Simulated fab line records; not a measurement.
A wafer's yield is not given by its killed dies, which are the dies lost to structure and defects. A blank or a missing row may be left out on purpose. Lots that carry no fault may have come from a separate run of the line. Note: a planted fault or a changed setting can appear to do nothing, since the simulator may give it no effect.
What tool caused it? + flow n5 finfet + 24 lots, 72 wafers sampled, at 6 steps of a route of 1938

WHAT THE GAUGES READ, wafer by wafer
N5_BEOL_M3_CD_MEAS_35: target cd 18 nm, target cd y 21 nm.
| lot  | measured     | on        | cd nm (nm)     |
|------|--------------|-----------|----------------|
| L074 | day 6 21:11  | cd sem-03 | 18.3 18.2 18.3 |
| L075 | day 7 08:24  | cd sem-03 | 18.8 18.5 18.6 |
| L076 | day 7 14:01  | cd sem-01 | 17.7 17.8 17.6 |
| L077 | day 7 18:15  | cd sem-01 | 18.8 18.2 17.7 |
| L078 | day 7 20:02  | cd sem-03 | 17.5 17.4 18.1 |
| L079 | day 8 03:25  | cd sem-03 | 18.0 18.4 17.9 |
| L080 | day 8 09:50  | cd sem-03 | 18.1 18.1 17.4 |
| L081 | day 9 00:23  | cd sem-03 | 17.7 18.2 18.5 |
| L082 | day 9 15:35  | cd sem-02 | 18.4 17.9 17.9 |
| L083 | day 10 02:05 | cd sem-01 | 17.9 18.4 17.9 |
| L084 | day 10 07:54 | cd sem-03 | 17.9 18.6 18.4 |
| L085 | day 10 08:43 | cd sem-02 | 18.1 17.6 17.7 |
| L086 | day 10 12:41 | cd sem-03 | 17.0 18.2 17.6 |
| L088 | day 10 15:43 | cd sem-03 | 18.6 17.9 17.5 |
| L087 | day 10 16:05 | cd sem-02 | 17.9 18.5 17.7 |
| L089 | day 10 22:28 | cd sem-02 | 18.7 18.3 18.5 |
| L090 | day 10 22:57 | cd sem-02 | 17.9 18.0 17.8 |
| L091 | day 11 23:36 | cd sem-01 | 17.3 18.2 17.3 |
| L092 | day 12 04:22 | cd sem-02 | 17.6 18.1 18.2 |
| L094 | day 12 04:46 | cd sem-02 | 17.4 17.9 17.6 |
| L093 | day 12 08:17 | cd sem-01 | 18.1 18.1 17.4 |
| L095 | day 12 20:43 | cd sem-02 | 17.5 17.9 17.8 |
| L096 | day 13 00:50 | cd sem-01 | 17.9 17.7 17.9 |
| L097 | day 13 00:58 | cd sem-01 | 18.6 17.8 18.3 |

N5_BEOL_M4_INSPECT_13: inspects for defects (brightfield).
| lot  | measured     | on                | raw defect count |
|------|--------------|-------------------|------------------|
| L074 | day 7 03:22  | defect inspect-02 | 403 433 482      |
| L075 | day 7 14:32  | defect inspect-02 | 444 461 561      |
| L076 | day 7 22:52  | defect inspect-02 | 502 496 507      |
| L077 | day 8 00:02  | defect inspect-02 | 422 412 383      |
| L078 | day 8 01:26  | defect inspect-01 | 432 458 440      |
| L079 | day 8 10:06  | defect inspect-01 | 360 550 316      |
| L080 | day 8 16:58  | defect inspect-01 | 211 370 298      |
| L081 | day 9 07:16  | defect inspect-02 | 297 514 396      |
| L082 | day 9 20:49  | defect inspect-01 | 366 298 273      |
| L083 | day 10 08:15 | defect inspect-01 | 551 596 640      |
| L084 | day 10 13:14 | defect inspect-01 | 333 353 411      |
| L085 | day 10 16:10 | defect inspect-02 | 353 317 460      |
| L086 | day 10 19:50 | defect inspect-01 | 343 354 365      |
| L088 | day 10 21:06 | defect inspect-01 | 202 285 337      |
| L087 | day 10 21:15 | defect inspect-01 | 267 252 240      |
| L089 | day 11 04:16 | defect inspect-02 | 371 381 411      |
| L090 | day 11 04:29 | defect inspect-02 | 393 404 536      |
| L091 | day 12 05:26 | defect inspect-02 | 358 360 359      |
| L092 | day 12 09:17 | defect inspect-01 | 284 397 314      |
| L094 | day 12 11:47 | defect inspect-02 | 354 487 497      |
| L093 | day 12 12:47 | defect inspect-01 | 347 343 387      |
| L095 | day 13 02:10 | defect inspect-02 | 349 534 274      |
| L096 | day 13 06:06 | defect inspect-02 | 432 443 422      |
| L097 | day 13 06:16 | defect inspect-01 | 487 425 478      |

TOOL THAT RAN EACH LOT (tool first, then ch and the chambers of the sampled wafers, then the start)
| lot  | N5_BEOL_M3_ALD_98                 | N5_BEOL_M3_STRIP_97                           | N5_BEOL_M3_ANNEAL_51             | N5_BEOL_M3_DEP_57               |
|------|-----------------------------------|-----------------------------------------------|----------------------------------|---------------------------------|
| L074 | ald sin-01 ch 0,2,3, day 6 19:56  | rie diel-02 ch 0,1,3, day 6 21:11 or earlier  | rtp anneal-02 ch 0, day 7 01:00  | pecvd-04 ch 0,2, day 7 01:46    |
| L075 | ald sin-04 ch 0,2,3, day 7 03:11  | rie diel-02 ch 0,3, day 7 08:24 or earlier    | rtp anneal-01 ch 0, day 7 12:23  | pecvd-04 ch 0,1,2, day 7 13:07  |
| L076 | ald sin-04 ch 0,1,3, day 7 11:46  | rie diel-02 ch 0,1,3, day 7 14:01 or earlier  | rtp anneal-01 ch 0, day 7 19:37  | pecvd-03 ch 0,2, day 7 20:31    |
| L077 | ald sin-03 ch 0,1,2, day 7 13:22  | rie diel-05 ch 2,3, day 7 18:15 or earlier    | rtp anneal-01 ch 0, day 7 21:09  | pecvd-03 ch 1,2, day 7 21:57    |
| L078 | ald sin-03 ch 1,3, day 7 19:19    | rie diel-02 ch 0,3, day 7 20:02 or earlier    | rtp anneal-01 ch 0, day 7 23:16  | pecvd-02 ch 0,1,2, day 8 00:09  |
| L079 | ald sin-04 ch 1,3, day 8 02:40    | rie diel-06 ch 0,1,2, day 8 03:25 or earlier  | rtp anneal-02 ch 0, day 8 06:31  | pecvd-03 ch 0,2, day 8 07:32    |
| L080 | ald sin-04 ch 1,2,3, day 8 06:07  | rie diel-05 ch 0,1,2, day 8 09:50 or earlier  | rtp anneal-01 ch 0, day 8 13:37  | pecvd-04 ch 1,2, day 8 14:25    |
| L081 | ald sin-04 ch 0,1,2, day 8 19:22  | rie diel-06 ch 0,1,2, day 9 00:23 or earlier  | rtp anneal-01 ch 0, day 9 04:58  | pecvd-04 ch 0,1,2, day 9 05:45  |
| L082 | ald sin-04 ch 0,3, day 9 06:19    | rie diel-02 ch 0,2, day 9 15:35 or earlier    | rtp anneal-01 ch 0, day 9 18:40  | pecvd-04 ch 1,2, day 9 19:26    |
| L083 | ald sin-04 ch 0,1,2, day 10 00:02 | rie diel-05 ch 0,1,3, day 10 02:05 or earlier | rtp anneal-01 ch 0, day 10 05:23 | pecvd-04 ch 0,1,2, day 10 06:11 |
| L084 | ald sin-03 ch 2,3, day 10 01:05   | rie diel-02 ch 0,1, day 10 07:54 or earlier   | rtp anneal-02 ch 0, day 10 11:01 | pecvd-03 ch 0,2, day 10 11:49   |
| L085 | ald sin-04 ch 0,1,3, day 10 04:43 | rie diel-05 ch 2,3, day 10 08:43 or earlier   | rtp anneal-01 ch 0, day 10 12:55 | pecvd-04 ch 0,1,2, day 10 14:02 |
| L086 | ald sin-01 ch 1,2,3, day 10 05:29 | rie diel-06 ch 0,1,3, day 10 12:41 or earlier | rtp anneal-02 ch 0, day 10 15:49 | pecvd-02 ch 1,2, day 10 16:34   |
| L088 | ald sin-04 ch 1,2, day 10 10:22   | rie diel-06 ch 0,1,3, day 10 15:43 or earlier | rtp anneal-01 ch 0, day 10 18:48 | pecvd-03 ch 0,2, day 10 19:35   |
| L087 | ald sin-04 ch 0,1, day 10 15:03   | rie diel-06 ch 0,2,3, day 10 16:05 or earlier | rtp anneal-02 ch 0, day 10 19:08 | pecvd-02 ch 1,2, day 10 19:56   |
| L089 | ald sin-04 ch 1,2, day 10 21:07   | rie diel-06 ch 2,3, day 10 22:28 or earlier   | rtp anneal-01 ch 0, day 11 01:17 | pecvd-02 ch 0,1,2, day 11 02:04 |
| L090 | ald sin-04 ch 0,2, day 10 22:17   | rie diel-02 ch 0,1,3, day 10 22:57 or earlier | rtp anneal-01 ch 0, day 11 02:02 | pecvd-03 ch 0,1,2, day 11 02:49 |
| L091 | ald sin-01 ch 0,1,3, day 11 04:54 | rie diel-05 ch 1,2,3, day 11 23:36 or earlier | rtp anneal-01 ch 0, day 12 03:19 | pecvd-04 ch 0,1, day 12 04:04   |
| L092 | ald sin-01 ch 0,1,3, day 11 19:46 | rie diel-02 ch 0,1,3, day 12 04:22 or earlier | rtp anneal-02 ch 0, day 12 07:20 | pecvd-02 ch 1,2, day 12 08:17   |
| L094 | ald sin-03 ch 2,3, day 12 01:27   | rie diel-06 ch 2,3, day 12 04:46 or earlier   | rtp anneal-01 ch 0, day 12 09:13 | pecvd-04 ch 0,2, day 12 09:58   |
| L093 | ald sin-03 ch 0,2, day 12 06:46   | rie diel-06 ch 0,2,3, day 12 08:17 or earlier | rtp anneal-02 ch 0, day 12 11:17 | pecvd-04 ch 0,1, day 12 12:01   |
| L095 | ald sin-03 ch 0,1,3, day 12 18:32 | rie diel-02 ch 0,1,2, day 12 20:43 or earlier | rtp anneal-02 ch 0, day 12 23:35 | pecvd-04 ch 0,1,2, day 13 00:23 |
| L096 | ald sin-03 ch 0,1,3, day 12 18:38 | rie diel-02 ch 0,1,3, day 13 00:50 or earlier | rtp anneal-02 ch 0, day 13 04:08 | pecvd-02 ch 0,1,2, day 13 04:55 |
| L097 | ald sin-04 ch 0,3, day 12 21:08   | rie diel-06 ch 1,2,3, day 13 00:58 or earlier | rtp anneal-01 ch 0, day 13 04:17 | pecvd-02 ch 1,2, day 13 05:04   |
- N5_BEOL_M3_ALD_98: deposits SiO2, target thk 2.5 nm, pulse time 1 s, co reactant pulse time 1 s.
- N5_BEOL_M3_STRIP_97: strips in N2/H2, time 10 s.
- N5_BEOL_M3_ANNEAL_51: time 90 s.
- N5_BEOL_M3_DEP_57: deposits SiCN from 3MS/NH3, target thk 8 nm, time 14 s.

WHAT THE TOOLS THEMSELVES READ (means of the sampled wafers that have a number; where no wafer has one, the mark that the record gives instead)
N5_BEOL_M3_ALD_98.
| lot  | tool       | chamber pressure Torr (Torr) | heater power outer w (W) | heater power w (W) | precursor pulse height rel |
|------|------------|------------------------------|--------------------------|--------------------|----------------------------|
| L074 | ald sin-01 | 2.004                        | 40.8                     | 80                 | 1.001                      |
| L075 | ald sin-04 | 2.000                        | 38.2                     | 76                 | 0.987                      |
| L076 | ald sin-04 | 1.999                        | 37.6                     | 73                 | 0.990                      |
| L077 | ald sin-03 | 2.001                        | 39.0                     | 78                 | 1.009                      |
| L078 | ald sin-03 | 2.007                        | 37.3                     | 75                 | 0.979                      |
| L079 | ald sin-04 | 2.007                        | 39.4                     | 75                 | 0.993                      |
| L080 | ald sin-04 | 2.000                        | 39.1                     | 78                 | 1.019                      |
| L081 | ald sin-04 | 1.998                        | 38.1                     | 76                 | 0.987                      |
| L082 | ald sin-04 | 2.000                        | 36.1                     | 69                 | 0.986                      |
| L083 | ald sin-04 | 2.004                        | 38.6                     | 74                 | 1.000                      |
| L084 | ald sin-03 | 2.001                        | 36.9                     | 71                 | 0.989                      |
| L085 | ald sin-04 | 2.001                        | 37.6                     | 72                 | 0.997                      |
| L086 | ald sin-01 | 1.996                        | 38.2                     | 77                 | 0.987                      |
| L088 | ald sin-04 | 2.000                        | 41.1                     | 80                 | 0.991                      |
| L087 | ald sin-04 | 2.003                        | 37.7                     | 73                 | 0.989                      |
| L089 | ald sin-04 | 2.002                        | 40.2                     | 79                 | 0.996                      |
| L090 | ald sin-04 | 2.000                        | 37.2                     | 71                 | 0.990                      |
| L091 | ald sin-01 | 1.997                        | 41.4                     | 82                 | 0.989                      |
| L092 | ald sin-01 | 1.996                        | 41.8                     | 83                 | 0.986                      |
| L094 | ald sin-03 | 1.999                        | 37.7                     | 70                 | 0.997                      |
| L093 | ald sin-03 | 1.999                        | 39.7                     | 81                 | 0.989                      |
| L095 | ald sin-03 | 2.003                        | 38.3                     | 79                 | 0.995                      |
| L096 | ald sin-03 | 1.997                        | 38.7                     | 79                 | 1.018                      |
| L097 | ald sin-04 | 2.004                        | 36.4                     | 68                 | 1.019                      |

N5_BEOL_M3_STRIP_97.
| lot  | tool        | drypump motor current A (A) | oes product au (a.u.) | rf vpp V (V) | showerhead plenum p Torr (Torr) | temp c (C) | throttle valve pct (%) |
|------|-------------|-----------------------------|-----------------------|--------------|---------------------------------|------------|------------------------|
| L074 | rie diel-02 | 5.4                         | 0.74                  | 59.1         | 2.57                            | 40.05      | 24.0                   |
| L075 | rie diel-02 | 5.4                         | 0.75                  | 59.2         | 2.64                            | 40.03      | 23.8                   |
| L076 | rie diel-02 | 5.4                         | 0.73                  | 59.0         | 2.56                            | 40.04      | 24.0                   |
| L077 | rie diel-05 | 5.2                         | 0.73                  | 59.1         | 2.65                            | 39.96      | 24.3                   |
| L078 | rie diel-02 | 5.4                         | 0.75                  | 59.5         | 2.64                            | 40.01      | 23.8                   |
| L079 | rie diel-06 | 5.9                         | 0.77                  | 59.1         | 2.54                            | 40.05      | 23.5                   |
| L080 | rie diel-05 | 5.6                         | 0.77                  | 58.8         | 2.54                            | 39.96      | 24.1                   |
| L081 | rie diel-06 | 5.9                         | 0.76                  | 59.3         | 2.54                            | 40.01      | 23.6                   |
| L082 | rie diel-02 | 5.1                         | 0.88                  | 59.2         | 2.68                            | 40.01      | 23.3                   |
| L083 | rie diel-05 | 5.8                         | 0.77                  | 59.1         | 2.54                            | 39.99      | 23.8                   |
| L084 | rie diel-02 | 5.5                         | 0.89                  | 59.0         | 2.68                            | 40.04      | 24.2                   |
| L085 | rie diel-05 | 5.4                         | 0.72                  | 59.5         | 2.65                            | 39.92      | 23.9                   |
| L086 | rie diel-06 | 6.1                         | 0.76                  | 58.7         | 2.58                            | 39.97      | 23.5                   |
| L088 | rie diel-06 | 6.1                         | 0.77                  | 59.7         | 2.58                            | 40.02      | 23.5                   |
| L087 | rie diel-06 | 5.8                         | 0.80                  | 58.9         | 2.51                            | 40.05      | 23.6                   |
| L089 | rie diel-06 | 6.1                         | 0.86                  | 58.7         | 2.54                            | 39.86      | 23.6                   |
| L090 | rie diel-02 | 5.5                         | 0.80                  | 59.3         | 2.66                            | 39.99      | 24.0                   |
| L091 | rie diel-05 | 5.4                         | 0.76                  | 59.9         | 2.62                            | 40.00      | 24.1                   |
| L092 | rie diel-02 | 5.4                         | 0.79                  | 59.5         | 2.65                            | 40.04      | 24.0                   |
| L094 | rie diel-06 | 6.1                         | 0.85                  | 58.8         | 2.54                            | 40.03      | 23.6                   |
| L093 | rie diel-06 | 5.8                         | 0.78                  | 59.5         | 2.51                            | 40.05      | 23.6                   |
| L095 | rie diel-02 | 5.3                         | 0.86                  | 59.9         | 2.67                            | 40.07      | 23.7                   |
| L096 | rie diel-02 | 5.4                         | 0.79                  | 59.9         | 2.65                            | 40.04      | 24.0                   |
| L097 | rie diel-06 | 6.3                         | 0.81                  | 59.7         | 2.60                            | 39.92      | 23.5                   |

N5_BEOL_M3_ANNEAL_51.
| lot  | tool          | wafer_temp_C_max |
|------|---------------|------------------|
| L074 | rtp anneal-02 | 225.5            |
| L075 | rtp anneal-01 | 226.5            |
| L076 | rtp anneal-01 | 226.4            |
| L077 | rtp anneal-01 | 226.4            |
| L078 | rtp anneal-01 | 226.4            |
| L079 | rtp anneal-02 | 225.7            |
| L080 | rtp anneal-01 | 226.4            |
| L081 | rtp anneal-01 | 226.5            |
| L082 | rtp anneal-01 | 226.5            |
| L083 | rtp anneal-01 | 226.3            |
| L084 | rtp anneal-02 | 225.8            |
| L085 | rtp anneal-01 | 226.6            |
| L086 | rtp anneal-02 | 225.7            |
| L088 | rtp anneal-01 | 226.2            |
| L087 | rtp anneal-02 | 225.9            |
| L089 | rtp anneal-01 | 226.2            |
| L090 | rtp anneal-01 | 226.2            |
| L091 | rtp anneal-01 | 226.6            |
| L092 | rtp anneal-02 | 226.1            |
| L094 | rtp anneal-01 | 226.6            |
| L093 | rtp anneal-02 | 225.8            |
| L095 | rtp anneal-02 | 225.5            |
| L096 | rtp anneal-02 | 225.6            |
| L097 | rtp anneal-01 | 226.1            |

N5_BEOL_M3_DEP_57.
| lot  | tool     | chamber pressure Torr (Torr) | showerhead plenum p Torr (Torr) | throttle valve pct (%) |
|------|----------|------------------------------|---------------------------------|------------------------|
| L074 | pecvd-04 | 2.999                        | 3.677                           | 8.8                    |
| L075 | pecvd-04 | 3.003                        | 3.671                           | 8.8                    |
| L076 | pecvd-03 | 3.001                        | 3.642                           | 9.3                    |
| L077 | pecvd-03 | 2.999                        | 3.666                           | 9.3                    |
| L078 | pecvd-02 | 2.996                        | 3.679                           | 8.9                    |
| L079 | pecvd-03 | 2.998                        | 3.656                           | 9.2                    |
| L080 | pecvd-04 | 3.001                        | 3.669                           | 8.8                    |
| L081 | pecvd-04 | 3.006                        | 3.667                           | 9.0                    |
| L082 | pecvd-04 | 2.997                        | 3.672                           | 8.8                    |
| L083 | pecvd-04 | 3.007                        | 3.672                           | 8.9                    |
| L084 | pecvd-03 | 2.998                        | 3.643                           | 9.3                    |
| L085 | pecvd-04 | 2.995                        | 3.666                           | 8.8                    |
| L086 | pecvd-02 | 2.997                        | 3.669                           | 9.0                    |
| L088 | pecvd-03 | 3.016                        | 3.652                           | 9.3                    |
| L087 | pecvd-02 | 2.996                        | 3.668                           | 9.0                    |
| L089 | pecvd-02 | 3.002                        | 3.672                           | 8.9                    |
| L090 | pecvd-03 | 2.996                        | 3.661                           | 9.6                    |
| L091 | pecvd-04 | 2.998                        | 3.658                           | 9.1                    |
| L092 | pecvd-02 | 3.007                        | 3.674                           | 9.3                    |
| L094 | pecvd-04 | 3.003                        | 3.676                           | 8.6                    |
| L093 | pecvd-04 | 2.999                        | 3.666                           | 9.0                    |
| L095 | pecvd-04 | 3.002                        | 3.663                           | 9.1                    |
| L096 | pecvd-02 | 3.000                        | 3.681                           | 8.9                    |
| L097 | pecvd-02 | 2.998                        | 3.670                           | 9.0                    |

THE ANSWER, worked out from the rows above alone
Rule: the usual values come from the lots themselves. Put in order of their means at a reading, lots are off if they are a third of the lots or fewer, leave a main group of 4 or more, and stand apart from it by a gap of 3 or more times the standard deviation of the main group's means; of several such gaps the widest counts. Not used: any main group whose means are identical at the precision the tables above print for the reading. Also off: a lot with no number at a reading for which 4 or more lots have one. Any other lot the step has rows for is counted as sound. After the gauges, taken in route order, come the tools' own readings; for these a lot's mean is taken, as printed above. At the first step where some lot is off, the reading lying furthest off is the one used; lots without a number count as furthest.
No lot is off on any of the readings shown, so nothing can be concluded from this.

WHAT HAD BEEN PUT IN BY THE SIMULATOR
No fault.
